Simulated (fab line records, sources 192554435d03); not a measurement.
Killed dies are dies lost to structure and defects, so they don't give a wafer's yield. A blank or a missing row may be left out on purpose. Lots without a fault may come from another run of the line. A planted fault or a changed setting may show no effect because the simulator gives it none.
Chamber matching | flow n5_finfet | N5_MOL_CONTACT_COAG_ETCH_90 on rie_diel-04: 4 sister chambers
The step etches SiARC in CF4, target depth 13 nm, time 21.7 s. 20 wafers are shown with their chamber, then 10 later ones without.

WAFERS WITH THEIR CHAMBER
wafer  | chamber | drypump_motor_current_A (A) | showerhead_plenum_p_Torr (Torr) | oes_product_au (a.u.)
L076.1 | 3       | 5.7                         | 2.23                            | 0.63
L076.2 | 1       | 5.8                         | 2.17                            | 0.67
L076.6 | 1       | 5.8                         | 2.17                            | 0.68
L077.3 | 1       | 5.8                         | 2.17                            | 0.67
L077.4 | 1       | 5.8                         | 2.17                            | 0.67
L077.5 | 3       | 5.7                         | 2.23                            | 0.62
L085.3 | 0       | 5.5                         | 2.02                            | 0.60
L085.4 | 3       | 5.6                         | 2.22                            | 0.62
L085.5 | 3       | 5.6                         | 2.22                            | 0.62
L086.1 | 2       | 4.7                         | 2.19                            | 0.80
L086.3 | 1       | 5.8                         | 2.17                            | 0.66
L086.5 | 2       | 4.7                         | 2.19                            | 0.80
L088.1 | 0       | 5.5                         | 2.01                            | 0.60
L088.3 | 2       | 4.7                         | 2.19                            | 0.80
L088.4 | 1       | 5.8                         | 2.17                            | 0.66
L089.1 | 0       | 5.5                         | 2.01                            | 0.60
L089.2 | 3       | 5.6                         | 2.22                            | 0.62
L089.6 | 1       | 5.8                         | 2.16                            | 0.66
L090.1 | 2       | 4.7                         | 2.19                            | 0.79
L090.2 | 3       | 5.6                         | 2.22                            | 0.62

SIGNATURES (means of the wafers above)
reading                  | chamber 0 | chamber 1 | chamber 2 | chamber 3 | scatter within a chamber
drypump_motor_current_A  | 5.500     | 5.800     | 4.700     | 5.633     | 0.0289
showerhead_plenum_p_Torr | 2.0133    | 2.1686    | 2.1900    | 2.2233    | 0.00423
oes_product_au           | 0.6000    | 0.6671    | 0.7975    | 0.6217    | 0.0056
Rule: a wafer's distance from a chamber is the root of the sum, over the readings, of the square of ((its reading less the chamber's mean) divided by the reading's scatter). The wafer belongs to the nearest chamber; if the next one is less than 2 further off, it can't be placed. The scatter: the root of (the sum of the squares of (reading less its chamber's mean) over the shown wafers, divided by (wafers less chambers)).

WAFERS WITHOUT THEIR CHAMBER
wafer  | drypump_motor_current_A (A) | showerhead_plenum_p_Torr (Torr) | oes_product_au (a.u.)
L090.4 | 5.8                         | 2.16                            | 0.66
L091.4 | 5.8                         | 2.16                            | 0.65
L091.5 | 5.8                         | 2.16                            | 0.65
L091.6 | 5.5                         | 2.01                            | 0.59
L094.1 | 5.7                         | 2.22                            | 0.61
L094.3 | 5.6                         | 2.26                            | 0.86
L094.5 | 4.7                         | 2.19                            | 0.76
L096.3 | 5.6                         | 2.21                            | 0.60
L096.5 | 5.6                         | 2.21                            | 0.60
L096.6 | 4.7                         | 2.18                            | 0.76

WHICH CHAMBER EACH WENT THROUGH
wafer  | from the rows above | in truth
L090.4 | 1                   | 1
L091.4 | 1                   | 1
L091.5 | 1                   | 1
L091.6 | 0                   | 0
L094.1 | 3                   | 3
L094.3 | 2                   | 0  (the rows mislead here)
L094.5 | 2                   | 2
L096.3 | 3                   | 3
L096.5 | 3                   | 3
L096.6 | 2                   | 2
Placed correctly: 9 of 10. Can't be placed from these rows: 0. Placed wrongly: 1.
